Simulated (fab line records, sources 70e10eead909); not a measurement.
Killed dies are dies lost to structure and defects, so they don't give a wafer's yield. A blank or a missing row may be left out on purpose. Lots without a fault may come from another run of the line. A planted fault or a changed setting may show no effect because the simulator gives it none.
fab line records | flow nand_harc
record lots=5 wafers=15 last_day=21
route steps=1159 shown A_STAIRCASE@543 END@1159
lots that met no fault: from a run of the same line without faults
start_h: hours from the record's first day to the start of the lot's first wafer shown | wait_h: hours since the lot's step before | " the same as in the row above | L1.1+2: a row that stands for several wafers | - no value, or no start given | * or withheld: withheld | < > ~ a bound
route shown NAME@n: a module of which the file shows steps, and the number in the route of the first | usual: mean/standard deviation of fault-free wafers | same: alike in all rows | chamber/n: place in a boat | sites: the reading at each site | _std_site: their standard deviation | _edge_site: outer sites' mean less inner sites' | radius_mm: how far each site lies from the wafer's centre | mask NAME#n: copy n | behind: the tool/chamber that last shaped the wafer | hold: why the lot was held/for how many hours/how that ended | device: the transistor (n, p or np) that didn't switch | end of line: the same wafers' tests at the end of the route | a step without rows: its recipe alone | killed: dies lost to structure and defects at the first sort, not the wafer's yield | map: a wafer's dies, x killed, . not, _ none there
set.NAME: the setting as run; set.NAME@STEP: as run at that earlier step | model.NAME: the simulator's own value behind a step, which no gauge read
lots at some steps of the route; a table a step, a row a wafer
services: from which hour (start_h, from the record's first day; less than 0 if before it) a tool's chamber was out of use, for how many hours, and why
## steps
# step NHARC_A_STAIRCASE_PEB_07
# recipe peb_temp_c=115 peb_time_s=130
# step NHARC_A_STAIRCASE_DEVELOP_08
# recipe time_s=140
# step NHARC_A_STAIRCASE_HARDBAKE_10
# recipe temp_c=120 time_s=140
# step NHARC_A_STAIRCASE_DESCUM_11
# recipe time_s=3 o2_flow_sccm=200 ar_flow_sccm=0 bias_power_w=0 chemistry=O2
# usual drypump_motor_current_A=5.5/0.34 o2_flow_sccm=200.1/0.61 oes_product_au=1.001/0.0066 rf_vpp_V=57.9/0.99 showerhead_plenum_p_Torr=1.95/0.081 throttle_valve_pct=11.312/0.01
# columns lot.wafer tool chamber start_h wait_h drypump_motor_current_A o2_flow_sccm oes_product_au rf_hours_counter_h rf_vpp_V showerhead_plenum_p_Torr throttle_valve_pct
L668.4 rie_diel-07 1 238.58 - 5.6 200.5 0.993 0 58.4 1.94 11.329
L668.3 " 3 " " 5.5 199.7 1.003 0 58.2 1.93 11.303
L668.6 " 2 " " 5.6 199.4 0.989 - 57.1 1.98 11.302
L669.2 rie_diel-02 0 250.87 - 5.9 199.5 1.003 37 58.5 1.85 11.307
L669.3 " 2 " " 5.2 199.5 1.003 37 58.6 2.06 11.321
L669.5 " 1 " " 5.5 199.8 0.999 - 57.6 1.81 11.291
L670.4 rie_diel-06 1 253.87 - 5.2 198.9 1.004 1 58.4 1.93 11.305
L670.3 " 2 " " 5.3 200.1 1.005 1 59.2 2.06 11.323
L670.5 " 2 " " 5.3 200.0 0.999 - 57.4 2.06 11.317
L677.4 rie_diel-07 2 293.26 - 5.6 200.0 0.997 21 59.9 1.97 11.316
L677.1 " 3 " " 5.5 200.0 1.008 23 60.2 1.92 11.296
L677.2 " 0 " " 5.7 199.9 0.993 18 58.1 1.99 11.317
L679.3 rie_diel-06 2 313.34 - 5.3 200.0 1.010 21 58.3 2.05 11.319
L679.6 " 1 " " 5.2 200.1 1.010 - 56.1 1.93 11.319
L679.5 " 2 " " 5.3 199.7 1.010 - 57.1 2.05 11.308
# step NHARC_A_STAIRCASE_TRIM_12
# recipe time_s=211.2 o2_flow_sccm=500 ar_flow_sccm=0 bias_w=0 chemistry=O2
# step NHARC_A_STAIRCASE_ETCH_13
# recipe target_depth_a=1000 time_s=40.5 ion_energy_ev=400 c4f8_flow_sccm=20 o2_flow_sccm=10 ar_flow_sccm=withheld rf_w=600 bias_w=1000 chemistry=C4F8/O2
# step NHARC_A_STAIRCASE_TRIM_14
# recipe time_s=211.2 o2_flow_sccm=500 ar_flow_sccm=0 bias_w=0 chemistry=O2
# step NHARC_A_STAIRCASE_ETCH_15
# recipe target_depth_a=1000 time_s=40.5 ion_energy_ev=400 c4f8_flow_sccm=20 o2_flow_sccm=10 ar_flow_sccm=withheld rf_w=600 bias_w=1000 chemistry=C4F8/O2
# step NHARC_A_STAIRCASE_TRIM_16
# recipe time_s=211.2 o2_flow_sccm=500 ar_flow_sccm=0 bias_w=0 chemistry=O2
# usual drypump_motor_current_A=5.5/0.36 o2_flow_sccm=500.2/1.5 oes_product_au=1.000/0.0073 rf_vpp_V=58.0/0.86 showerhead_plenum_p_Torr=3.60/0.14 throttle_valve_pct=17.036/0.0087
# columns lot.wafer tool chamber start_h wait_h drypump_motor_current_A o2_flow_sccm oes_product_au rf_hours_counter_h rf_vpp_V showerhead_plenum_p_Torr throttle_valve_pct
L668.4 rie_diel-07 0 - - 5.7 500.4 1.000 0 56.6 3.67 17.035
L668.3 " 1 " " 5.6 501.5 0.994 0 57.8 3.57 17.030
L668.6 " 0 " " 5.7 498.7 1.001 - 58.0 3.67 17.042
L669.3 rie_diel-02 3 - - 6.1 502.5 1.003 35 57.4 3.64 17.031
L669.2 " 0 " " 5.8 500.9 0.996 38 57.9 3.42 17.037
L669.5 " 0 " " 5.8 501.6 1.006 - 58.1 3.42 17.032
L670.4 rie_diel-06 1 - - 5.2 499.9 1.007 1 57.3 3.56 17.030
L670.3 " 3 " " 4.7 500.3 1.008 1 59.5 3.77 17.038
L670.5 " 0 " " 5.0 499.0 1.009 - 56.5 3.71 17.035
L677.4 rie_diel-07 3 - - 5.5 503.5 1.010 23 57.3 3.54 17.040
L677.2 " 0 " " 5.7 498.1 0.994 18 58.6 3.66 17.040
L677.1 " 2 " " 5.6 499.2 1.002 21 58.3 3.62 17.043
L679.3 rie_diel-06 2 - - 5.3 501.7 1.005 21 58.9 3.76 17.042
L679.6 " 2 " " 5.3 499.0 1.015 - 58.5 3.76 17.042
L679.5 " 3 " " 4.7 498.1 0.990 - 58.1 3.76 17.047
# step NHARC_A_STAIRCASE_ETCH_17
# recipe target_depth_a=1000 time_s=40.5 ion_energy_ev=400 c4f8_flow_sccm=20 o2_flow_sccm=10 ar_flow_sccm=withheld rf_w=600 bias_w=1000 chemistry=C4F8/O2
# step NHARC_A_STAIRCASE_TRIM_18
# recipe time_s=211.2 o2_flow_sccm=500 ar_flow_sccm=0 bias_w=0 chemistry=O2
# step NHARC_A_STAIRCASE_ETCH_19
# recipe target_depth_a=1000 time_s=40.5 ion_energy_ev=400 c4f8_flow_sccm=20 o2_flow_sccm=10 ar_flow_sccm=withheld rf_w=600 bias_w=1000 chemistry=C4F8/O2
# usual oes_product_au=0.937/0.01 rf_vpp_V=899/4.9
# columns lot.wafer tool chamber start_h wait_h oes_product_au rf_hours_counter_h rf_vpp_V
L668.3 rie_diel-07 2 239.52 - 0.926 0 899
L668.4 " 0 " " 0.949 0 901
L668.6 " 1 " " 0.937 - 899
L669.3 rie_diel-02 3 251.89 - 0.926 35 899
L669.2 " 1 " " 0.937 38 888
L669.5 " 2 " " 0.950 - 904
L670.3 rie_diel-06 1 254.80 - 0.958 1 896
L670.4 " 0 " " 0.929 1 903
L670.5 " 2 " " 0.965 - 905
L677.1 rie_diel-07 3 294.19 - 0.946 23 896
L677.2 " 0 " " 0.938 19 900
L677.4 " 2 " " 0.944 21 900
L679.3 rie_diel-06 3 314.47 - 0.929 21 904
L679.6 " 1 " " 0.943 - 897
L679.5 " 2 " " 0.942 - 904
# step NHARC_A_STAIRCASE_TRIM_20
# recipe time_s=211.2 o2_flow_sccm=500 ar_flow_sccm=0 bias_w=0 chemistry=O2
# step NHARC_A_STAIRCASE_ETCH_21
# recipe target_depth_a=1000 time_s=40.5 ion_energy_ev=400 c4f8_flow_sccm=20 o2_flow_sccm=10 ar_flow_sccm=withheld rf_w=600 bias_w=1000 chemistry=C4F8/O2
# step NHARC_A_STAIRCASE_TRIM_22
# recipe time_s=211.2 o2_flow_sccm=500 ar_flow_sccm=0 bias_w=0 chemistry=O2
# usual drypump_motor_current_A=5.3/0.37 o2_flow_sccm=500.1/1.5 oes_product_au=1.001/0.0075 rf_vpp_V=58.0/0.84 showerhead_plenum_p_Torr=3.64/0.11 throttle_valve_pct=17.037/0.0096
# columns lot.wafer tool chamber start_h wait_h drypump_motor_current_A o2_flow_sccm oes_product_au rf_hours_counter_h rf_vpp_V showerhead_plenum_p_Torr throttle_valve_pct
L668.3 rie_diel-07 2 - - 5.6 497.4 0.997 1 59.8 3.64 17.040
L668.4 " 3 " " 5.5 501.1 1.003 1 57.4 3.55 17.047
L668.6 " 2 " " 5.6 497.2 1.006 - 58.9 3.64 17.052
L669.3 rie_diel-07 3 - - 5.4 500.3 0.994 7 58.0 3.55 17.037
L669.2 " 0 " " 5.7 499.7 0.994 7 58.4 3.66 17.052
L669.5 " 3 " " 5.4 499.1 1.003 - 58.8 3.55 17.036
L670.3 rie_diel-06 1 - - 5.3 498.9 0.994 1 58.1 3.56 17.034
L670.4 " 2 " " 5.3 499.2 1.003 1 59.8 3.77 17.040
L670.5 " 1 " " 5.2 499.5 0.991 - 57.4 3.56 17.046
L677.2 rie_diel-06 3 - - 4.7 502.3 0.990 15 58.2 3.76 17.021
L677.1 " 0 " " 5.0 500.3 0.996 11 59.7 3.71 17.033
L677.4 " 2 " " 5.3 500.7 1.005 17 57.2 3.76 17.014
L679.3 rie_diel-02 0 - - 5.9 502.0 0.999 62 56.9 3.40 17.030
L679.6 " 2 " " 5.1 497.9 1.015 - 58.1 3.78 17.033
L679.5 " 3 " " 6.1 498.6 0.985 - 57.3 3.63 17.039
# step NHARC_A_STAIRCASE_ETCH_23
# recipe target_depth_a=1000 time_s=40.5 ion_energy_ev=400 c4f8_flow_sccm=20 o2_flow_sccm=10 ar_flow_sccm=withheld rf_w=600 bias_w=1000 chemistry=C4F8/O2
# usual oes_product_au=0.944/0.011 rf_vpp_V=900/4
# columns lot.wafer tool chamber start_h wait_h oes_product_au rf_hours_counter_h rf_vpp_V
L668.4 rie_diel-07 1 - - 0.946 1 897
L668.3 " 2 " " 0.935 1 901
L668.6 " 1 " " 0.947 - 898
L669.2 rie_diel-07 1 - - 0.938 8 896
L669.3 " 2 " " 0.932 8 901
L669.5 " 2 " " 0.931 - 900
L670.4 rie_diel-06 3 - - 0.936 2 904
L670.3 " 1 " " 0.952 1 897
L670.5 " 2 " " 0.954 - 905
L677.2 rie_diel-06 2 - - 0.967 17 905
L677.1 " 3 " " 0.934 15 904
L677.4 " 0 " " 0.960 11 904
L679.3 rie_diel-02 3 - - 0.931 59 900
L679.5 " 2 " " 0.939 - 906
L679.6 " 3 " " 0.918 - 899
# step NHARC_A_STAIRCASE_TRIM_24
# recipe time_s=211.2 o2_flow_sccm=500 ar_flow_sccm=0 bias_w=0 chemistry=O2
# step NHARC_A_STAIRCASE_ETCH_25
# recipe target_depth_a=1000 time_s=40.5 ion_energy_ev=400 c4f8_flow_sccm=20 o2_flow_sccm=10 ar_flow_sccm=withheld rf_w=600 bias_w=1000 chemistry=C4F8/O2
# step NHARC_A_STAIRCASE_TRIM_26
# recipe time_s=211.2 o2_flow_sccm=500 ar_flow_sccm=0 bias_w=0 chemistry=O2
# step NHARC_A_STAIRCASE_ETCH_27
# recipe target_depth_a=1000 time_s=40.5 ion_energy_ev=400 c4f8_flow_sccm=20 o2_flow_sccm=10 ar_flow_sccm=withheld rf_w=600 bias_w=1000 chemistry=C4F8/O2
# step NHARC_A_STAIRCASE_STRIP_175
# recipe power_w=1500 temp_c=250 chemistry=O2
# step NHARC_A_STAIRCASE_STRIP_148
# recipe time_s=900 temp_c=130 chemistry=SPM
# step NHARC_A_STAIRCASE_PRECLEAN_149
# recipe time_s=* temp_c=50 bath_age_min=0 chemistry=SC1
# step NHARC_A_STAIRCASE_SRD_150
# step NHARC_A_STAIRCASE_DEHYDRATE_176
# recipe temp_c=150 time_s=120
# step NHARC_A_STAIRCASE_HMDS_177
# recipe time_s=30
# step NHARC_A_STAIRCASE_COAT_178
# recipe spin_rpm=1200
# step NHARC_A_STAIRCASE_SOFTBAKE_179
# recipe temp_c=135 time_s=170
# step NHARC_A_STAIRCASE_EBR_180
# step NHARC_A_STAIRCASE_EXPOSE_181
# recipe na=0.5 dose_mj=27.87 mask_id=STAIR_2
# step NHARC_A_STAIRCASE_PEB_182
# recipe peb_temp_c=115 peb_time_s=130
# step NHARC_A_STAIRCASE_DEVELOP_183
# recipe time_s=140
# step NHARC_A_STAIRCASE_HARDBAKE_185
# recipe temp_c=120 time_s=140
# step NHARC_A_STAIRCASE_DESCUM_186
# recipe time_s=3 o2_flow_sccm=200 ar_flow_sccm=0 bias_power_w=0 chemistry=O2
# usual drypump_motor_current_A=5.4/0.36 o2_flow_sccm=200.0/0.56 oes_product_au=1.001/0.0072 rf_vpp_V=58.0/0.85 showerhead_plenum_p_Torr=1.97/0.065 throttle_valve_pct=11.311/0.0085
# columns lot.wafer tool chamber start_h wait_h drypump_motor_current_A o2_flow_sccm oes_product_au rf_hours_counter_h rf_vpp_V showerhead_plenum_p_Torr throttle_valve_pct
L668.3 rie_diel-02 3 242.47 - 6.1 199.8 0.995 30 58.1 1.98 11.307
L668.4 " 0 " " 5.9 200.9 0.994 32 57.8 1.85 11.307
L668.6 " 0 " " 5.9 200.7 1.006 - 58.9 1.85 11.315
L669.3 rie_diel-06 1 255.27 - 5.2 201.3 1.005 1 57.9 1.93 11.307
L669.2 " 2 " " 5.3 199.5 1.005 1 58.7 2.06 11.322
L669.5 " 1 " " 5.2 200.3 1.007 - 57.1 1.93 11.295
L670.3 rie_diel-06 3 257.85 - 4.8 200.3 1.001 3 57.9 2.05 11.320
L670.4 " 2 " " 5.3 198.9 1.017 2 58.1 2.05 11.326
L670.5 " 0 " " 5.0 199.8 1.003 - 57.6 2.02 11.313
L677.2 rie_diel-07 2 296.90 - 5.6 199.5 1.009 22 57.7 1.97 11.306
L677.1 " 3 " " 5.5 200.0 1.011 25 57.6 1.92 11.308
L677.4 " 1 " " 5.6 200.4 1.017 26 58.0 1.93 11.305
L679.3 rie_diel-06 1 317.85 - 5.3 199.8 1.016 24 58.5 1.93 11.311
L679.6 " 2 " " 5.3 200.1 1.007 - 57.8 2.05 11.303
L679.5 " 3 " " 4.7 199.9 0.996 - 58.6 2.05 11.300
# step NHARC_A_STAIRCASE_TRIM_187
# recipe time_s=211.2 o2_flow_sccm=500 ar_flow_sccm=0 bias_w=0 chemistry=O2
# step NHARC_A_STAIRCASE_ETCH_188
# recipe target_depth_a=1000 time_s=40.5 ion_energy_ev=400 c4f8_flow_sccm=20 o2_flow_sccm=10 ar_flow_sccm=withheld rf_w=600 bias_w=1000 chemistry=C4F8/O2
# step NHARC_A_STAIRCASE_TRIM_189
# recipe time_s=211.2 o2_flow_sccm=500 ar_flow_sccm=0 bias_w=0 chemistry=O2
# step NHARC_A_STAIRCASE_ETCH_190
# recipe target_depth_a=1000 time_s=40.5 ion_energy_ev=400 c4f8_flow_sccm=20 o2_flow_sccm=10 ar_flow_sccm=withheld rf_w=600 bias_w=1000 chemistry=C4F8/O2
# step NHARC_END_SORT_01
# recipe temp_c=25
# usual killed_at_array=26/9.6 killed_at_other=0.7/0.92 killed_at_periphery=3.8/2.7 killed_dies=31/10 killed_open=3.3/1.7 killed_short=1.8/1.3
# same gross_dies=677
# columns lot.wafer tool chamber start_h wait_h killed_at_array killed_at_other killed_at_periphery killed_dies killed_open killed_short
L679.3 prober-02 0 507.38 3.1 60 1 1 62 2 2
# killed by level:class
L679.3 A_STAIRCASE:unspecified=35 A_SLIT:chamber_film_flake=13 A_STAIRCASE:chamber_film_flake=6 A_CHANNEL_FILL_D1:chamber_film_flake=3 A_CHANNEL_HOLE_D1:geometric_particle:short=1 A_CONTACT:geometric_particle:open=1 A_BLC:geometric_particle:short=1 STARTING-WAFER:geometric_particle:open=1
# map L679.3 (x killed, . not)
____________x____________
_________.....x._________
_______.x.x.x....._______
______x.xx.........______
_____xxxx..........._____
____..x.xx...........____
____.................____
___...................___
___...................___
__.x...................__
__.....................__
_...x..................._
_...........x..........._
_......x................_
_................x......_
_.....x................._
...............x.........
.........................
.......x.....x...........
.......x.................
.......................x.
_......................._
_........x..........x..._
_...................x..x_
_.................x..xxx_
_..................xxxxx_
__................xxxxx__
__.................xxxx__
___...............xxxx___
___...............xxxx___
____...............xx____
____..............xxx____
_____..............x_____
______.............______
_______..........._______
_________......._________
____________.____________
# map L670.4 (x killed, . not)
____________.____________
_________......._________
_______.x........._______
______.............______
_____..x............_____
____...........x.....____
____.................____
___............x......___
___...........x.x.....___
__x....................__
__....x................__
_....x.................._
_......................._
_.....x................._
_......................._
_......................._
.........................
.............x...........
......x..........x.......
.........................
......x.........x...x....
_..................x...._
_...............x.x....._
_.............x..xxxx..._
_......x................_
_................xx....._
__...............xx....__
__...........x....x....__
___...............x...___
___...................___
____.................____
____.................____
_____............x.._____
______......x......______
_______..........._______
_________......._________
____________.____________
## services
# columns tool chamber start_h hours kind
rie_diel-07 3 217.21 9.3 repair
rie_diel-02 2 222.54 2.5 repair
rie_diel-06 0 222.84 - clean
rie_diel-06 1 222.84 - clean
rie_diel-06 2 222.84 - clean
rie_diel-06 3 222.84 - clean
rie_diel-07 - 228.36 9.0 pm
rie_diel-02 3 235.05 5.9 repair
rie_diel-06 - 241.85 9.0 pm
rie_diel-06 0 241.85 9.0 vent_cycle
rie_diel-06 1 241.85 9.0 vent_cycle
rie_diel-06 2 241.85 9.0 vent_cycle
rie_diel-06 3 241.85 9.0 vent_cycle
rie_diel-06 0 250.85 - clean
rie_diel-06 1 250.85 - clean
rie_diel-06 2 250.85 - clean
rie_diel-06 3 250.85 - clean
rie_diel-02 - 258.59 0.4 repair
rie_diel-07 0 271.98 11.8 repair
rie_diel-06 0 276.31 - clean
rie_diel-06 1 276.31 - clean
rie_diel-06 0 284.88 9.7 repair
rie_diel-02 2 295.62 8.8 repair
rie_diel-06 - 300.37 1.9 repair
## key
first_sign step=NHARC_END_SORT_01 reading=killed_at_array direction=up sigmas=3.5 usual=26 struck=60
effect step=NHARC_END_SORT_01 reading=killed_dies direction=up sigmas=3.1 usual=31 struck=62
more_kills_born_at NHARC_A_STAIRCASE_ETCH_19@rie_diel-06=35
met_at NHARC_A_STAIRCASE_ETCH_19
struck_wafers L679.3
tester_left_out L679
fault kind=chamber_particle_source tool=rie_diel-06 chamber=3 onset_h=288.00 steps=NHARC_A_STAIRCASE_ETCH_19 rate_per_visit_cm2=0.92281 end_h=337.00
# tester_left_out: of these lots the tester's yield and bins aren't shown, on N5 and GAA mostly nor the transistor test; their killed dies are dies lost to structure and defects alone, not to doping, threshold or leakage, so they don't give the yield
